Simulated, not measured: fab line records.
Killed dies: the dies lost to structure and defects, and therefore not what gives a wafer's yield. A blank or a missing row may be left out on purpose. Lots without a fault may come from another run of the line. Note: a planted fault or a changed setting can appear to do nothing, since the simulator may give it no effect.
fab line records	flow nand-harc
record: lots: 6	wafers: 18	last-day: 24
route steps=1159 shown A_STAIRCASE@612 END@1159
lots with no fault: from the same line, run without faults
start-h: hours from the record's opening day to when the first of the lot's shown wafers began	wait-h: how many hours have passed since the lot's step before this one	" as in the row above	L1.1+2: a single row standing in for several wafers	- no value, or no start given	* or withheld: withheld	< > ~ a bound
route shown NAME@n: a module of which the file shows steps, and the number in the route of the first	usual: mean and standard deviation over wafers with no fault	same: alike in all rows	chamber/n: place in a boat	sites: readings site by site	_std_site: how widely they spread, as a standard deviation	_edge_site: outer sites' mean less inner sites'	radius-mm: how far each site lies from the wafer's centre	mask NAME#n: copy n	behind: the most recent tool/chamber to have shaped the wafer	hold: cause of the lot's hold/its duration in hours/its outcome	device: transistor that didn't switch, given as n, p or np	end of line: the route-end tests of the same wafers	where a step has no rows: the recipe by itself	killed: not the wafer's yield, but the dies lost to structure and defects at the first sort	map: per-die view of a wafer (x killed, . not killed, _ where there is no die)
set.NAME: the setting as run; set.NAME@STEP: as run at that earlier step	model.NAME: the simulator's own value behind a step, which no gauge read
lots at some steps of the route; a table a step, a row a wafer
services: when a tool's chamber went out of use (start-h, in hours from the record's first day, below 0 if earlier), for how many hours, and the reason
== steps ==
step: NHARC_A_STAIRCASE_HARDBAKE_218
recipe: temp-c: 120	time-s: 140
step: NHARC_A_STAIRCASE_DESCUM_219
recipe: time-s: 3	o2-flow-sccm: 200	ar-flow-sccm: 0	bias-power-w: 0	chemistry: O2
step: NHARC_A_STAIRCASE_TRIM_220
recipe: time-s: 211.2	o2-flow-sccm: 500	ar-flow-sccm: 0	bias-w: 0	chemistry: O2
step: NHARC_A_STAIRCASE_ETCH_221
recipe: target-depth-a: 1000	time-s: 40.5	ion-energy-ev: 400	c4f8-flow-sccm: 20	o2-flow-sccm: 10	ar-flow-sccm: withheld	rf-w: 600	bias-w: 1000	chemistry: C4F8/O2
step: NHARC_A_STAIRCASE_TRIM_222
recipe: time-s: 211.2	o2-flow-sccm: 500	ar-flow-sccm: 0	bias-w: 0	chemistry: O2
usual: drypump-motor-current-A: 5.7/0.39	oes-product-au: 1.002/0.01	rf-vpp-V: 57.6/0.83	showerhead-plenum-p-Torr: 3.50/0.15	throttle-valve-pct: 17.036/0.0089
lot.wafer	tool	chamber	start-h	wait-h	drypump-motor-current-A	oes-product-au	rf-hours-counter-h	rf-vpp-V	showerhead-plenum-p-Torr	throttle-valve-pct
L782.2	rie-diel-02	0	-	-	6.4	1.003	41	58.9	3.32	17.026
L782.4	"	2	"	"	5.4	1.014	34	58.4	3.69	17.035
L782.6	"	0	"	"	6.4	1.015	-	57.5	3.32	17.029
L783.2	rie-diel-06	1	-	-	6.0	1.005	8	57.6	3.56	17.031
L783.3	"	3	"	"	6.0	0.985	9	56.6	3.30	17.042
L783.6	"	1	"	"	6.0	1.005	-	57.5	3.56	17.033
L793.3	rie-diel-02	2	-	-	5.4	1.015	2	57.1	3.67	17.047
L793.1	"	3	"	"	5.9	1.020	2	57.5	3.59	17.039
L793.5	"	1	"	"	6.0	0.995	-	57.4	3.52	17.053
L795.4	rie-diel-13	3	-	-	5.7	0.993	21	57.0	3.57	17.043
L795.1	"	1	"	"	5.6	1.004	24	58.5	3.53	17.035
L795.5	"	3	"	"	5.7	1.004	-	57.0	3.57	17.014
L799.2	rie-diel-13	1	-	-	5.6	1.010	33	57.5	3.53	17.029
L799.1	"	3	"	"	5.8	0.992	30	57.4	3.56	17.047
L799.6	"	1	"	"	5.6	1.003	-	58.4	3.53	17.031
L798.3	rie-diel-06	2	-	-	5.4	1.009	40	57.4	3.79	17.019
L798.2	"	0	"	"	5.1	0.993	47	58.5	3.39	17.044
L798.5	"	2	"	"	5.5	1.005	-	57.8	3.79	17.050
step: NHARC_A_STAIRCASE_ETCH_223
recipe: target-depth-a: 1000	time-s: 40.5	ion-energy-ev: 400	c4f8-flow-sccm: 20	o2-flow-sccm: 10	ar-flow-sccm: withheld	rf-w: 600	bias-w: 1000	chemistry: C4F8/O2
usual: bias-w: 1000.0/3	chamber-pressure-mTorr: 24.999/0.025	oes-product-au: 0.943/0.011	rf-vpp-V: 895/5.5
lot.wafer	tool	chamber	start-h	wait-h	bias-w	chamber-pressure-mTorr	oes-product-au	rf-hours-counter-h	rf-vpp-V
L782.4	rie-diel-02	0	-	-	996.0	24.989	0.951	41	887
L782.2	"	1	"	"	1005.3	24.992	0.937	45	895
L782.6	"	3	"	"	1001.1	24.966	0.958	-	899
L783.3	rie-diel-06	0	-	-	1004.2	25.010	0.950	9	891
L783.2	"	3	"	"	993.4	25.037	0.932	9	887
L783.6	"	1	"	"	995.7	24.997	0.940	-	898
L793.3	rie-diel-02	2	-	-	1003.9	24.968	0.943	2	902
L793.1	"	3	"	"	1000.1	25.031	0.961	3	899
L793.5	"	3	"	"	999.4	25.035	0.964	-	900
L795.4	rie-diel-13	3	-	-	1002.5	25.016	0.940	21	898
L795.1	"	2	"	"	1003.0	25.006	0.928	24	890
L795.5	"	0	"	"	1002.4	24.999	0.939	-	889
L799.2	rie-diel-13	0	-	-	995.3	25.029	0.937	31	890
L799.1	"	1	"	"	997.9	25.002	0.942	33	895
L799.6	"	1	"	"	998.8	24.997	0.947	-	896
L798.2	rie-diel-06	1	-	-	998.7	25.014	0.937	45	895
L798.3	"	2	"	"	1002.4	24.992	0.931	40	907
L798.5	"	0	"	"	996.6	24.965	0.934	-	891
step: NHARC_A_STAIRCASE_TRIM_224
recipe: time-s: 211.2	o2-flow-sccm: 500	ar-flow-sccm: 0	bias-w: 0	chemistry: O2
usual: drypump-motor-current-A: 5.7/0.38	oes-product-au: 1.001/0.0097	rf-vpp-V: 57.8/0.83	showerhead-plenum-p-Torr: 3.49/0.15	throttle-valve-pct: 17.037/0.0097
lot.wafer	tool	chamber	start-h	wait-h	drypump-motor-current-A	oes-product-au	rf-hours-counter-h	rf-vpp-V	showerhead-plenum-p-Torr	throttle-valve-pct
L782.4	rie-diel-02	3	-	-	5.9	0.996	44	59.7	3.61	17.045
L782.2	"	0	"	"	6.4	1.004	41	56.0	3.32	17.028
L782.6	"	3	"	"	5.9	1.003	-	58.7	3.61	17.043
L783.3	rie-diel-06	2	-	-	5.4	0.995	8	58.0	3.80	17.039
L783.2	"	3	"	"	6.0	0.989	9	57.8	3.30	17.030
L783.6	"	3	"	"	6.0	0.982	-	57.0	3.30	17.023
L793.1	rie-diel-02	0	-	-	6.4	1.001	3	57.9	3.30	17.027
L793.3	"	1	"	"	5.9	0.989	3	57.2	3.52	17.045
L793.5	"	3	"	"	5.9	1.006	-	58.1	3.59	17.029
L795.4	rie-diel-13	0	-	-	5.1	0.990	21	57.5	3.36	17.040
L795.1	"	2	"	"	5.7	0.982	24	58.0	3.39	17.045
L795.5	"	1	"	"	5.6	0.995	-	57.5	3.53	17.024
L799.2	rie-diel-13	0	-	-	5.1	0.997	31	58.2	3.36	17.041
L799.1	"	1	"	"	5.6	1.010	34	58.0	3.53	17.030
L799.6	"	3	"	"	5.8	0.995	-	57.2	3.56	17.020
L798.3	rie-diel-06	0	-	-	5.2	0.988	48	57.8	3.40	17.060
L798.2	"	1	"	"	6.0	1.006	46	56.5	3.54	17.034
L798.5	"	3	"	"	6.0	0.998	-	57.8	3.28	17.021
step: NHARC_A_STAIRCASE_ETCH_225
recipe: target-depth-a: 1000	time-s: 40.5	ion-energy-ev: 400	c4f8-flow-sccm: 20	o2-flow-sccm: 10	ar-flow-sccm: withheld	rf-w: 600	bias-w: 1000	chemistry: C4F8/O2
step: NHARC_A_STAIRCASE_TRIM_226
recipe: time-s: 211.2	o2-flow-sccm: 500	ar-flow-sccm: 0	bias-w: 0	chemistry: O2
step: NHARC_A_STAIRCASE_ETCH_227
recipe: target-depth-a: 1000	time-s: 40.5	ion-energy-ev: 400	c4f8-flow-sccm: 20	o2-flow-sccm: 10	ar-flow-sccm: withheld	rf-w: 600	bias-w: 1000	chemistry: C4F8/O2
usual: bias-w: 1000/3.1	chamber-pressure-mTorr: 24.998/0.022	oes-product-au: 0.945/0.013	rf-vpp-V: 895/5.5
lot.wafer	tool	chamber	start-h	wait-h	bias-w	chamber-pressure-mTorr	oes-product-au	rf-hours-counter-h	rf-vpp-V
L782.4	rie-diel-02	0	-	-	999	24.987	0.947	41	889
L782.2	"	1	"	"	1001	24.994	0.959	45	896
L782.6	"	2	"	"	1004	25.013	0.968	-	902
L783.3	rie-diel-06	0	-	-	1004	24.953	0.937	10	893
L783.2	"	1	"	"	1004	24.950	0.944	8	897
L783.6	"	3	"	"	996	24.983	0.931	-	887
L793.1	rie-diel-02	0	-	-	997	24.958	0.962	3	889
L793.3	"	1	"	"	1003	24.956	0.931	3	895
L793.5	"	3	"	"	1003	25.025	0.977	-	898
L795.4	rie-diel-13	2	-	-	1000	24.982	0.935	24	893
L795.1	"	0	"	"	1004	24.974	0.936	21	889
L795.5	"	3	"	"	998	24.976	0.944	-	898
L799.2	rie-diel-13	3	-	-	993	24.990	0.926	30	897
L799.1	"	1	"	"	998	24.993	0.951	34	897
L799.6	"	0	"	"	993	25.005	0.930	-	889
L798.2	rie-diel-06	0	-	-	998	25.028	0.916	48	890
L798.3	"	1	"	"	998	24.971	0.939	46	895
L798.5	"	1	"	"	998	24.992	0.925	-	896
step: NHARC_A_STAIRCASE_TRIM_229
recipe: time-s: 211.2	o2-flow-sccm: 500	ar-flow-sccm: 0	bias-w: 0	chemistry: O2
usual: drypump-motor-current-A: 5.8/0.4	oes-product-au: 1.003/0.011	rf-vpp-V: 57.8/0.83	showerhead-plenum-p-Torr: 3.50/0.14	throttle-valve-pct: 17.036/0.0091
lot.wafer	tool	chamber	start-h	wait-h	drypump-motor-current-A	oes-product-au	rf-hours-counter-h	rf-vpp-V	showerhead-plenum-p-Torr	throttle-valve-pct
L782.4	rie-diel-02	3	272.01	0.1	5.9	1.011	44	58.2	3.61	17.016
L782.2	"	2	"	"	5.4	1.017	34	58.4	3.69	17.039
L782.6	"	3	"	"	5.9	1.013	-	58.0	3.61	17.024
L783.2	rie-diel-02	1	280.48	0.1	5.9	0.993	50	57.2	3.53	17.025
L783.3	"	2	"	"	5.4	1.013	39	57.6	3.68	17.040
L783.6	"	2	"	"	5.4	1.009	-	57.3	3.68	17.036
L793.3	rie-diel-02	3	345.72	0.1	5.8	1.012	3	58.0	3.59	17.046
L793.1	"	2	"	"	5.4	1.032	3	58.7	3.67	17.037
L793.5	"	0	"	"	6.4	1.013	-	58.2	3.30	17.044
L795.4	rie-diel-13	2	348.60	0.1	5.6	0.983	24	58.3	3.39	17.054
L795.1	"	3	"	"	5.7	1.004	22	59.1	3.57	17.034
L795.5	"	3	"	"	5.7	0.991	-	57.9	3.57	17.037
L799.2	rie-diel-13	2	372.07	0.1	5.7	0.994	32	56.6	3.38	17.027
L799.1	"	0	"	"	5.1	0.996	32	58.1	3.36	17.058
L799.6	"	3	"	"	5.7	0.999	-	57.8	3.56	17.043
L798.2	rie-diel-06	1	384.09	0.1	6.0	0.992	46	58.7	3.54	17.042
L798.3	"	2	"	"	5.5	1.004	42	58.2	3.78	17.041
L798.5	"	0	"	"	5.1	0.984	-	58.1	3.40	17.029
step: NHARC_A_STAIRCASE_ETCH_230
recipe: target-depth-a: 1000	time-s: 40.5	ion-energy-ev: 400	c4f8-flow-sccm: 20	o2-flow-sccm: 10	ar-flow-sccm: withheld	rf-w: 600	bias-w: 1000	chemistry: C4F8/O2
usual: bias-w: 1000/3	chamber-pressure-mTorr: 24.999/0.024	oes-product-au: 0.951/0.018	rf-vpp-V: 895/5.7
lot.wafer	tool	chamber	start-h	wait-h	bias-w	chamber-pressure-mTorr	oes-product-au	rf-hours-counter-h	rf-vpp-V
L782.4	rie-diel-02	0	272.21	-	-	-	-	-	-
L782.2	"	3	"	"	-	-	-	-	-
L782.6	"	1	"	"	-	-	-	-	-
L783.2	rie-diel-02	1	280.68	-	-	-	-	-	-
L783.3	"	2	"	"	-	-	-	-	-
L783.6	"	3	"	"	-	-	-	-	-
L793.1	rie-diel-02	3	345.92	-	1000	24.985	0.957	3	897
L793.3	"	0	"	"	994	25.008	0.933	3	888
L793.5	"	1	"	"	998	24.984	0.945	-	896
L795.1	rie-diel-13	0	348.80	-	1002	24.981	0.945	22	891
L795.4	"	2	"	"	1001	24.972	0.927	24	889
L795.5	"	3	"	"	997	24.984	0.931	-	899
L799.2	rie-diel-13	2	372.27	-	999	24.977	0.930	32	891
L799.1	"	3	"	"	1002	24.999	0.935	30	898
L799.6	"	3	"	"	1006	25.007	0.941	-	897
L798.2	rie-diel-06	0	384.73	-	1004	24.976	0.931	49	891
L798.3	"	1	"	"	1001	24.991	0.946	47	896
L798.5	"	0	"	"	1007	25.024	0.922	-	891
step: NHARC_A_STAIRCASE_TRIM_231
recipe: time-s: 211.2	o2-flow-sccm: 500	ar-flow-sccm: 0	bias-w: 0	chemistry: O2
step: NHARC_END_SORT_01
recipe: temp-c: 25
usual: killed-at-array: 27/11	killed-at-other: 0.6/0.89	killed-at-periphery: 3.0/2.4	killed-dies: 31/12	killed-open: 3.2/1.6	killed-short: 2.0/1.5
same: gross-dies: 677
lot.wafer	tool	chamber	start-h	wait-h	killed-at-array	killed-at-other	killed-at-periphery	killed-dies	killed-open	killed-short
L783.2	prober-02	0	473.38	2.8	671	0	6	677	2	2
L783.3	prober-02	0	474.18	3.1	675	0	2	677	7	3
L783.6	prober-02	0	476.59	4.0	673	0	4	677	6	3
L782.2	prober-01	0	480.82	2.8	675	0	2	677	5	1
L782.4	prober-01	0	482.42	3.4	674	0	3	677	3	4
L782.6	prober-01	0	484.03	4.0	675	0	2	677	4	1
killed by level:class
L783.2 A_STAIRCASE:area-etch=656 A_CHANNEL_HOLE_D1:chamber-film-flake=7 A_CONTACT:chamber-film-flake=4 P_GATE:chamber-film-flake=2 P_GATE:geometric-particle:open=1 P_M0:geometric-particle:open=1 A_CHANNEL_FILL_D1:geometric-particle:short=1 A_M0:geometric-particle:short=1
L783.3 A_STAIRCASE:area-etch=659 A_CHANNEL_HOLE_D1:chamber-film-flake=4 A_CONTACT:chamber-film-flake=3 A_CONTACT:geometric-particle:open=2 P_CONTACT:geometric-particle:open=1 P_M2:geometric-particle:short=1 A_ONON_D1:geometric-particle:open=1 A_CHANNEL_HOLE_D1:geometric-particle:short=1
L783.6 A_STAIRCASE:area-etch=656 A_CHANNEL_HOLE_D1:chamber-film-flake=6 A_CONTACT:chamber-film-flake=3 A_M1:geometric-particle:open=2 P_ZERO_WELL:chamber-film-flake=2 P_GATE:geometric-particle:open=1 P_CONTACT:geometric-particle:open=1 A_ONON_D1:geometric-particle:short=1
L782.2 A_STAIRCASE:area-etch=660 A_STAIRCASE:chamber-film-flake=3 A_CONTACT:chamber-film-flake=3 A_CONTACT:geometric-particle:open=2 A_CHANNEL_HOLE_D1:chamber-film-flake=2 P_M1:geometric-particle:open=1 A_SGD_CUT:geometric-particle:open=1 A_SGD_CUT:geometric-particle:short=1
L782.4 A_STAIRCASE:area-etch=652 A_STAIRCASE:chamber-film-flake=8 A_CHANNEL_HOLE_D1:chamber-film-flake=5 A_CONTACT:geometric-particle:open=3 A_CONTACT:chamber-film-flake=2 P_M0:geometric-particle:short=1 A_CHANNEL_HOLE_D1:geometric-particle:short=1 A_WL_FILL:geometric-particle:short=1
L782.6 A_STAIRCASE:area-etch=659 A_CONTACT:chamber-film-flake=5 A_CHANNEL_HOLE_D1:chamber-film-flake=3 A_STAIRCASE:chamber-film-flake=3 A_CONTACT:geometric-particle:open=2 A_WL_FILL:chamber-film-flake=2 P_CONTACT:geometric-particle:open=1 P_M0:geometric-particle:open=1
map L782.2 (x killed, . not)
____________x____________
_________xxxxxxx_________
_______xxxxxxxxxxx_______
______xxxxxxxxxxxxx______
_____xxxxxxxxxxxxxxx_____
____xxxxxxxxxxxxxxxxx____
____xxxxxxxxxxxxxxxxx____
___xxxxxxxxxxxxxxxxxxx___
___xxxxxxxxxxxxxxxxxxx___
__xxxxxxxxxxxxxxxxxxxxx__
__xxxxxxxxxxxxxxxxxxxxx__
_xxxxxxxxxxxxxxxxxxxxxxx_
_xxxxxxxxxxxxxxxxxxxxxxx_
_xxxxxxxxxxxxxxxxxxxxxxx_
_xxxxxxxxxxxxxxxxxxxxxxx_
_xxxxxxxxxxxxxxxxxxxxxxx_
xxxxxxxxxxxxxxxxxxxxxxxxx
xxxxxxxxxxxxxxxxxxxxxxxxx
xxxxxxxxxxxxxxxxxxxxxxxxx
xxxxxxxxxxxxxxxxxxxxxxxxx
xxxxxxxxxxxxxxxxxxxxxxxxx
_xxxxxxxxxxxxxxxxxxxxxxx_
_xxxxxxxxxxxxxxxxxxxxxxx_
_xxxxxxxxxxxxxxxxxxxxxxx_
_xxxxxxxxxxxxxxxxxxxxxxx_
_xxxxxxxxxxxxxxxxxxxxxxx_
__xxxxxxxxxxxxxxxxxxxxx__
__xxxxxxxxxxxxxxxxxxxxx__
___xxxxxxxxxxxxxxxxxxx___
___xxxxxxxxxxxxxxxxxxx___
____xxxxxxxxxxxxxxxxx____
____xxxxxxxxxxxxxxxxx____
_____xxxxxxxxxxxxxxx_____
______xxxxxxxxxxxxx______
_______xxxxxxxxxxx_______
_________xxxxxxx_________
____________x____________
map L783.2 (x killed, . not)
____________x____________
_________xxxxxxx_________
_______xxxxxxxxxxx_______
______xxxxxxxxxxxxx______
_____xxxxxxxxxxxxxxx_____
____xxxxxxxxxxxxxxxxx____
____xxxxxxxxxxxxxxxxx____
___xxxxxxxxxxxxxxxxxxx___
___xxxxxxxxxxxxxxxxxxx___
__xxxxxxxxxxxxxxxxxxxxx__
__xxxxxxxxxxxxxxxxxxxxx__
_xxxxxxxxxxxxxxxxxxxxxxx_
_xxxxxxxxxxxxxxxxxxxxxxx_
_xxxxxxxxxxxxxxxxxxxxxxx_
_xxxxxxxxxxxxxxxxxxxxxxx_
_xxxxxxxxxxxxxxxxxxxxxxx_
xxxxxxxxxxxxxxxxxxxxxxxxx
xxxxxxxxxxxxxxxxxxxxxxxxx
xxxxxxxxxxxxxxxxxxxxxxxxx
xxxxxxxxxxxxxxxxxxxxxxxxx
xxxxxxxxxxxxxxxxxxxxxxxxx
_xxxxxxxxxxxxxxxxxxxxxxx_
_xxxxxxxxxxxxxxxxxxxxxxx_
_xxxxxxxxxxxxxxxxxxxxxxx_
_xxxxxxxxxxxxxxxxxxxxxxx_
_xxxxxxxxxxxxxxxxxxxxxxx_
__xxxxxxxxxxxxxxxxxxxxx__
__xxxxxxxxxxxxxxxxxxxxx__
___xxxxxxxxxxxxxxxxxxx___
___xxxxxxxxxxxxxxxxxxx___
____xxxxxxxxxxxxxxxxx____
____xxxxxxxxxxxxxxxxx____
_____xxxxxxxxxxxxxxx_____
______xxxxxxxxxxxxx______
_______xxxxxxxxxxx_______
_________xxxxxxx_________
____________x____________
== services ==
tool	chamber	start-h	hours	kind
rie-diel-06	1	250.03	4.9	repair
rie-diel-02	0	257.87	-	clean
rie-diel-02	1	257.87	-	clean
rie-diel-02	2	257.87	-	clean
rie-diel-02	3	257.87	-	clean
rie-diel-13	-	276.02	9.0	pm
rie-diel-02	0	282.44	-	clean
rie-diel-02	1	282.44	-	clean
rie-diel-02	2	282.44	-	clean
rie-diel-02	3	282.44	-	clean
rie-diel-02	0	306.94	-	clean
rie-diel-02	1	306.94	-	clean
rie-diel-02	2	306.94	-	clean
rie-diel-02	3	306.94	-	clean
rie-diel-02	-	327.89	9.0	pm
rie-diel-02	0	327.89	9.0	vent-cycle
rie-diel-02	1	327.89	9.0	vent-cycle
rie-diel-02	2	327.89	9.0	vent-cycle
rie-diel-02	3	327.89	9.0	vent-cycle
rie-diel-02	0	336.89	-	clean
rie-diel-02	1	336.89	-	clean
rie-diel-02	2	336.89	-	clean
rie-diel-02	3	336.89	-	clean
rie-diel-06	2	362.27	12.3	repair
== key ==
first-sign: step: NHARC_A_STAIRCASE_ETCH_230	reading: tool-record	direction: missing
effect: step: NHARC_END_SORT_01	reading: killed-at-array	direction: up	sigmas: 59	usual: 27	struck: 674
more-kills-born-at: NHARC_A_STAIRCASE_ETCH_230@rie-diel-02: 3945
met-at NHARC_A_STAIRCASE_ETCH_230
struck-wafers L782.2,L782.4,L782.6,L783.2,L783.3,L783.6
later-rows-left-out L782.2,L782.4,L782.6,L783.2,L783.3,L783.6
tester-left-out L782,L783
fault: kind: skipped-step-whole	tool: rie-diel-02	chamber: -	onset-h: 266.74	steps: NHARC_A_STAIRCASE_ETCH_230	scope: struck-lots-only
tester-left-out: of these lots the tester's yield and bins aren't shown, on N5 and GAA mostly nor the transistor test; their killed dies are dies lost to structure and defects alone, not to doping, threshold or leakage, so they don't give the yield
later-rows-left-out: the simulator's readings of these wafers behind a module that went badly wrong aren't trusted and aren't shown, but for the sort
